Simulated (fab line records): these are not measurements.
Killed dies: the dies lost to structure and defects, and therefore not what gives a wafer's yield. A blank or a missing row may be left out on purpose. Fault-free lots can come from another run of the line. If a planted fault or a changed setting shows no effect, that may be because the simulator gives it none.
Split-lot trial	flow n5-finfet	7 lots, 21 wafers read, on a route of 1938 steps

## ON THE SPLIT
At N5_BEOL_M6_COAT_64 (time 60 s, resist thk 12 nm), the setting spin-rpm was moved away from the recipe's 1500 rpm on 5 of the 21 wafers read, by -10.6% to +9.4%. The other wafers ran this setting at the recipe's value.

## FROM THE SPLIT TO THE READING: what the file shows between them, 5 steps
- N5_BEOL_M6_COAT_22: resist thk 30 nm (also split here: spin-rpm)
- N5_BEOL_M6_EBR_24
- N5_BEOL_M6_SOFTBAKE_23: time 60 s
- N5_BEOL_M6_DESCUM_33: chemistry O2, time 7 s
- N5_BEOL_M6_ETCH_72: etches underlayer in N2/H2, target depth 6.5 nm, time 5.2 s

## THE READING
etch.depth-nm (the simulator's own value, which no gauge read), in nm, at N5_BEOL_M6_ETCH_65 (etches SiARC in CF4, target depth 15.6 nm, time 26 s). There is no usual value for it anywhere in the file. The 16 wafers here that ran the recipe average 12.03 nm, standard deviation 0.025 nm.

wafer	tool, chamber at the split	spin-rpm as run, rpm	against the recipe	etch.depth-nm, nm	against lot-mates on the recipe
L074.3	litho-track-01, 0	1341	-10.6%	12.72	+0.67
L074.5	litho-track-01, 0	1500	recipe	12.07	-
L074.6	litho-track-01, 0	1500	recipe	12.04	-
L076.1	litho-track-02, 0	1452	-3.2%	12.15	+0.15
L076.2	litho-track-02, 0	1452	-3.2%	12.19	+0.19
L076.5	litho-track-02, 0	1500	recipe	12	-
L081.1	litho-track-03, 0	1500	recipe	12.01	-
L081.2	litho-track-03, 0	1500	recipe	12.02	-
L081.6	litho-track-03, 0	1500	recipe	12.05	-
L083.1	litho-track-01, 0	1500	recipe	12.06	-
L083.4	litho-track-01, 0	1500	recipe	12.06	-
L083.3	litho-track-01, 0	1500	recipe	12.04	-
L086.2	litho-track-02, 0	1500	recipe	12.05	-
L086.5	litho-track-02, 0	1500	recipe	12	-
L086.6	litho-track-02, 0	1500	recipe	12.02	-
L087.3	litho-track-03, 0	1500	recipe	12	-
L087.4	litho-track-03, 0	1500	recipe	12	-
L087.5	litho-track-03, 0	1500	recipe	12	-
L092.1	litho-track-02, 0	1641	+9.4%	11.46	-0.54
L092.5	litho-track-02, 0	1641	+9.4%	11.49	-0.51
L092.6	litho-track-02, 0	1500	recipe	12	-

THE FIT
A straight line over all 21 wafers: etch.depth-nm changes by -0.0602 nm for each +1% of spin-rpm; r = -0.99; the points scatter about the line by 0.032 nm.
The same after taking each lot's own level away (the mean of its wafers on the recipe; 21 wafers): -0.0582 nm for each +1%; r = -1.00; scatter 0.02 nm.
The reading moves by 0.62 nm for the largest change in spin-rpm, on that fit.
Across the lots, their own levels run from 12.000 to 12.055 nm, a range of 2.2 times the standard deviation given above.
So the lot-to-lot level changes the slope little: the two slopes agree.
Check: for one of the wafers moved furthest among these (-10.6%), held out of the fit, the line's prediction against its lot-mates is +0.587 nm. It came out at +0.665 nm against them.

## ADDITIONAL SPLITS CARRIED BY THESE WAFERS
Other splits were also applied to these wafers ahead of the reading. Each is held against what the fit with the lots' levels taken away leaves over:
other split on the same wafers	wafers away from the commonest value	r with etch.depth-nm (lot level and that fit taken away)
N5_BEOL_M3_COAT_22 spin-rpm	7	-0.02
N5_BEOL_M4_COAT_22 spin-rpm	5	-0.10
N5_BEOL_M4_EXPOSE_25 dose-mj	7	+0.18
N5_BEOL_M5_COAT_71 spin-rpm	7	+0.09
N5_BEOL_M6_COAT_22 spin-rpm	4	-0.16

## THE WHOLE CHAIN: every reading that the file lists as answering this split, in the file's order
step	what it does	reading	change (the file's fit)	r (the file's)
N5_BEOL_M6_COAT_64	time 60 s, resist thk 12 nm	SiARC_of_BEOL_M6_COAT_64.thk-nm (the simulator's own value, which no gauge read)	-0.07 nm for each +1% of the setting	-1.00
N5_BEOL_M6_ETCH_65	etches SiARC in CF4, target depth 15.6 nm, time 26 s	etch.depth-nm (the simulator's own value, which no gauge read)	-0.0593 nm for each +1% of the setting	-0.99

## THE FILE'S OWN FIT
etch.depth-nm changes by -0.0593 nm for each +1% of spin-rpm, r = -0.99.
